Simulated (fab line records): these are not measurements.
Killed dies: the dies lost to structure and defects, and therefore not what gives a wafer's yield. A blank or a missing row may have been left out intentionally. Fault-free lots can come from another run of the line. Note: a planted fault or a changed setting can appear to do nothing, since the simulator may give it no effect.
Which of the tools did it? || flow n5 finfet || Sampling: 12 lots, 36 wafers, 2 of 1938 route steps

## WHAT THE GAUGES READ, wafer by wafer
N5_BEOL_M6_CD_MEAS_11: target cd 38.5 nm.
{"lot": "L075", "measured": "day 9 01:08", "on": "cd sem-01", "cd nm (nm)": "38.4 38.4 38.2"}
{"lot": "L077", "measured": "day 9 06:38", "on": "cd sem-03", "cd nm (nm)": "39.3 39.6 38.9"}
{"lot": "L079", "measured": "day 10 00:25", "on": "cd sem-03", "cd nm (nm)": "38.6 38.4 38.2"}
{"lot": "L080", "measured": "day 10 13:20", "on": "cd sem-02", "cd nm (nm)": "37.9 38.2 38.8"}
{"lot": "L082", "measured": "day 10 19:08", "on": "cd sem-03", "cd nm (nm)": "39.0 38.6 39.1"}
{"lot": "L085", "measured": "day 11 17:05", "on": "cd sem-02", "cd nm (nm)": "38.7 38.8 38.9"}
{"lot": "L087", "measured": "day 11 22:10", "on": "cd sem-01", "cd nm (nm)": "38.8 38.3 38.4"}
{"lot": "L089", "measured": "day 12 18:14", "on": "cd sem-01", "cd nm (nm)": "38.9 38.9 38.8"}
{"lot": "L091", "measured": "day 13 03:08", "on": "cd sem-02", "cd nm (nm)": "39.1 38.5 39.1"}
{"lot": "L092", "measured": "day 13 08:28", "on": "cd sem-01", "cd nm (nm)": "39.3 39.3 38.7"}
{"lot": "L096", "measured": "day 14 13:37", "on": "cd sem-01", "cd nm (nm)": "38.3 37.9 38.1"}
{"lot": "L097", "measured": "day 15 14:05", "on": "cd sem-03", "cd nm (nm)": "38.8 38.5 39.2"}

## EACH LOT AND THE TOOL THAT RAN IT (in order: tool; ch and the chambers of the sampled wafers; start)
{"lot": "L075", "N5_BEOL_M6_ILD_DEP_00": "pecvd-02 ch 0,2, day 8 22:07"}
{"lot": "L077", "N5_BEOL_M6_ILD_DEP_00": "pecvd-04 ch 0,2, day 9 05:10"}
{"lot": "L079", "N5_BEOL_M6_ILD_DEP_00": "pecvd-02 ch 0,1, day 9 21:57"}
{"lot": "L080", "N5_BEOL_M6_ILD_DEP_00": "pecvd-04 ch 0, day 10 11:09"}
{"lot": "L082", "N5_BEOL_M6_ILD_DEP_00": "pecvd-03 ch 0,1,2, day 10 16:57"}
{"lot": "L085", "N5_BEOL_M6_ILD_DEP_00": "pecvd-02 ch 0,1,2, day 11 15:09"}
{"lot": "L087", "N5_BEOL_M6_ILD_DEP_00": "pecvd-03 ch 0,1, day 11 20:34"}
{"lot": "L089", "N5_BEOL_M6_ILD_DEP_00": "pecvd-04 ch 1,2, day 12 14:50"}
{"lot": "L091", "N5_BEOL_M6_ILD_DEP_00": "pecvd-02 ch 0,1, day 13 01:24"}
{"lot": "L092", "N5_BEOL_M6_ILD_DEP_00": "pecvd-04 ch 0,1,2, day 13 06:19"}
{"lot": "L096", "N5_BEOL_M6_ILD_DEP_00": "pecvd-03 ch 0,1,2, day 14 12:34"}
{"lot": "L097", "N5_BEOL_M6_ILD_DEP_00": "pecvd-02 ch 1,2, day 15 12:29"}
- N5_BEOL_M6_ILD_DEP_00: deposits SiCOH lowk from DEMS/porogen, target thk 179.75 nm, time 33.4 s.

## THE ANSWER, worked out from the rows above alone
Rule: the usual values come from the lots themselves. The widest of any qualifying gaps counts: lots, ordered by their means at a reading, are off when they make up no more than a third of the lots, leave a main group of 4 or more, and stand apart from it by 3 or more times the standard deviation of that group's means. If all means in a main group match to the digits the tables above print for the reading, that group is not used. Also off: a lot with no number at a reading for which 4 or more lots have one. All remaining lots with rows at the step are treated as sound.
Across all readings shown, no lot is off: no conclusion can be drawn from this.

## WHAT THE SIMULATOR HAD INSERTED
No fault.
